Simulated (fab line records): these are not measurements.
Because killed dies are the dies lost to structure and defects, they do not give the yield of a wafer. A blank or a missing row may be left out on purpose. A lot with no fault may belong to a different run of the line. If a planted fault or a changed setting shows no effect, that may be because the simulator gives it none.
Chamber matching | flow n5-finfet | cvd-co-02 running N5_BEOL_M0_CO_CAP_123: 3 sister chambers
The step material Co, precursor CCTBA/H2, target thk 2 nm, time 102.1 s. 3 wafers are shown with their chamber, then 12 later ones without.

## WAFERS PAIRED WITH THEIR CHAMBERS
wafer  | chamber | heater-power-w (W)
L091.1 | 2       | 260
L091.2 | 1       | 241
L091.3 | 0       | 258

## WAFERS MISSING THEIR CHAMBER
wafer  | heater-power-w (W)
L091.4 | 257
L091.5 | 253
L091.6 | 242
L093.1 | 250
L093.4 | 251
L093.6 | 252
L094.1 | 252
L094.2 | 256
L094.3 | 260
L097.2 | 247
L097.4 | 260
L097.5 | 245

## WHICH CHAMBER EACH ONE RAN IN
wafer  | from the rows above          | in truth
L091.4 | can't be placed: 0 or 2      | 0
L091.5 | can't be placed: 0 or 2 or 1 | 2
L091.6 | 1                            | 1
L093.1 | can't be placed: 0 or 1 or 2 | 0
L093.4 | can't be placed: 0 or 2 or 1 | 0
L093.6 | can't be placed: 0 or 2 or 1 | 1
L094.1 | can't be placed: 0 or 2 or 1 | 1
L094.2 | can't be placed: 0 or 2      | 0
L094.3 | can't be placed: 2 or 0      | 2
L097.2 | can't be placed: 1 or 0 or 2 | 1
L097.4 | can't be placed: 2 or 0      | 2
L097.5 | can't be placed: 1 or 0      | 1
1 of 12 placed correctly. From these rows, 11 cannot be placed; in 11 the true chamber is one of the candidates. Wrongly placed: 0.
How it was worked out, from the rows above alone: a wafer's distance from a chamber is the root of the sum, over the readings, of the square of ((its reading less the chamber's mean) divided by the reading's scatter). The wafer belongs to the nearest chamber; if the next one is less than 2 further off, it can't be placed. The mean given for a chamber averages the wafers shown for that chamber. The scatter (one wafer shown for each chamber): square how far every hidden wafer sits from the nearest shown wafer, average those squares and take the square root.
